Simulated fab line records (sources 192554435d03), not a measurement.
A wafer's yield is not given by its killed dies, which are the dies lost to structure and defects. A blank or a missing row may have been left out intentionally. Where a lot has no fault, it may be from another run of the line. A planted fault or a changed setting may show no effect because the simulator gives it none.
The same fault as seen by 3 desks ; flow n5Finfet ; each desk holds nothing but its own numbers, with what lay behind them at the end

## TOOL OWNER'S DESK, rieMetal-02
The tool's own readings at N5_BEOL_M1_HM_OPEN_17 (chemistry Cl2/BCl3, target TiN, target depth 20 nm, overetch 6 nm): means of the sampled wafers that have a number, for each lot that ran on this tool. Marked OUT: a lot whose mean sits more than 4 standard deviations from the usual mean, which makes it out of limits; the brackets give that distance.
Columns: A = drypumpMotorCurrentA at N5_BEOL_M1_HM_OPEN_17, usual 5.7 A; B = oesProductAu at N5_BEOL_M1_HM_OPEN_17, usual 0.66 a.u.; C = throttleValvePct at N5_BEOL_M1_HM_OPEN_17, usual 22.15 %
lot;first seen here;A;B;C
L369;day 6 21:42;5.4;0.73;22.19
L383;day 10 09:41;5.5;0.69;22.18
Finding of this desk: none of the 2 lots has anything out of limits.

## AT THE METROLOGY DESK
Means of the sampled wafers that have a number, per lot and without regard to the tool the lot ran on: this is what the gauges read. Marked OUT: a lot whose mean sits more than 4 standard deviations from the usual mean, which makes it out of limits; the brackets give that distance. It has 12 readings; the 7 that lie furthest out on some lot are the ones shown.
Columns: A = cdNm at N5_BEOL_M1_CD_MEAS_11, usual 17.11 nm; B = M1_OVL at N5_BEOL_M1_OVL_MEAS_12, usual 0.1 nm; C = IOFF_P at N5_BEOL_M4_RC_MEAS_101, usual 0.201 nA/um; D = ION_P at N5_BEOL_M4_RC_MEAS_101, usual 460 uA/um; E = SS_P at N5_BEOL_M4_RC_MEAS_101, usual 73.1 mV/dec; F = VT_N at N5_BEOL_M4_RC_MEAS_101, usual 250.0 mV; G = VT_P at N5_BEOL_M4_RC_MEAS_101, usual -251.6 mV
lot;first seen here;A;B;C;D;E;F;G
L369;day 6 21:14;17.51;1.1;0.176;455;72.8;254.6;-253.7
L371;day 7 08:44;17.16;0.1;0.212;461;73.5;249.1;-252.5
L373;day 7 18:15;17.04;-0.3;0.159;445;72.7;252.4;-256.5
L376;day 8 20:16;16.92;-0.1;0.197;456;72.8;252.5;-251.1
L383;day 10 07:58;17.02;0.8;0.176;462;72.3;253.7;-253.8
Finding of this desk: none of the 5 lots has anything out of limits.

## THE DEFECT DESK
For each lot, the counts of the inspections along the route, averaged over the sampled wafers that have a number. Marked OUT: a lot whose mean sits more than 4 standard deviations from the usual mean, which makes it out of limits; the brackets give that distance.
Columns: A = rawDefectCount at N5_BEOL_M1_INSPECT_13, usual 432
lot;first seen here;A
L369;day 6 21:20;367
L371;day 7 08:50;372
L373;day 7 18:20;599
L376;day 8 20:21;440
L383;day 10 08:04;662
Finding of this desk: none of the 5 lots has anything out of limits.

## BROUGHT TOGETHER
Nothing out of limits was seen by the tool owner's desk.
Nothing out of limits was seen by the metrology desk.
Nothing the defect desk looked at was out of limits.

## WHAT HAD BEEN PUT IN BY THE SIMULATOR
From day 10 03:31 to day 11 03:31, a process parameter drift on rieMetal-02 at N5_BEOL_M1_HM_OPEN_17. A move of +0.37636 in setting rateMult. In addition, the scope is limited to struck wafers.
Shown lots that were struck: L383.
